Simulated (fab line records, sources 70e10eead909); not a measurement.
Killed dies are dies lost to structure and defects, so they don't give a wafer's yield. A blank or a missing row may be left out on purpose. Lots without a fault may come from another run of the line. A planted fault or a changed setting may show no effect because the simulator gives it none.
Chamber matching | flow nand_harc | NHARC_A_STAIRCASE_ETCH_292 on rie_diel-08: 4 sister chambers
The step etches the open film in CF4/CHF3. 8 wafers are shown with their chamber, then 9 later ones without.

WAFERS WITH THEIR CHAMBER
wafer  | chamber | showerhead_plenum_p_Torr (Torr) | rf_vpp_V (V)
L074.4 | 1       | 1.53                            | 370.4
L080.1 | 1       | 1.53                            | 371.9
L088.3 | 2       | 1.60                            | 371.8
L090.2 | 0       | 1.57                            | 371.9
L090.6 | 3       | 1.50                            | 368.0
L091.2 | 3       | 1.50                            | 368.4
L091.3 | 0       | 1.57                            | 370.5
L091.4 | 2       | 1.59                            | 370.7

WAFERS WITHOUT THEIR CHAMBER
wafer  | showerhead_plenum_p_Torr (Torr) | rf_vpp_V (V)
L092.4 | 1.59                            | 371.0
L092.5 | 1.50                            | 367.7
L092.6 | 1.59                            | 371.9
L094.1 | 1.57                            | 370.1
L094.2 | 1.59                            | 370.9
L094.3 | 1.50                            | 367.9
L095.2 | 1.57                            | 370.2
L095.4 | 1.59                            | 370.5
L095.6 | 1.52                            | 370.1

WHICH CHAMBER EACH WENT THROUGH
wafer  | from the rows above | in truth
L092.4 | 2                   | 2
L092.5 | 3                   | 3
L092.6 | 2                   | 2
L094.1 | 0                   | 0
L094.2 | 2                   | 2
L094.3 | 3                   | 3
L095.2 | 0                   | 0
L095.4 | 2                   | 2
L095.6 | 1                   | 1
Placed correctly: 9 of 9. Can't be placed from these rows: 0. Placed wrongly: 0.
How it was worked out, from the rows above alone: a wafer's distance from a chamber is the root of the sum, over the readings, of the square of ((its reading less the chamber's mean) divided by the reading's scatter). The wafer belongs to the nearest chamber; if the next one is less than 2 further off, it can't be placed. A chamber's mean is the mean of its shown wafers. The scatter: the root of (the sum of the squares of (reading less its chamber's mean) over the shown wafers, divided by (wafers less chambers)).
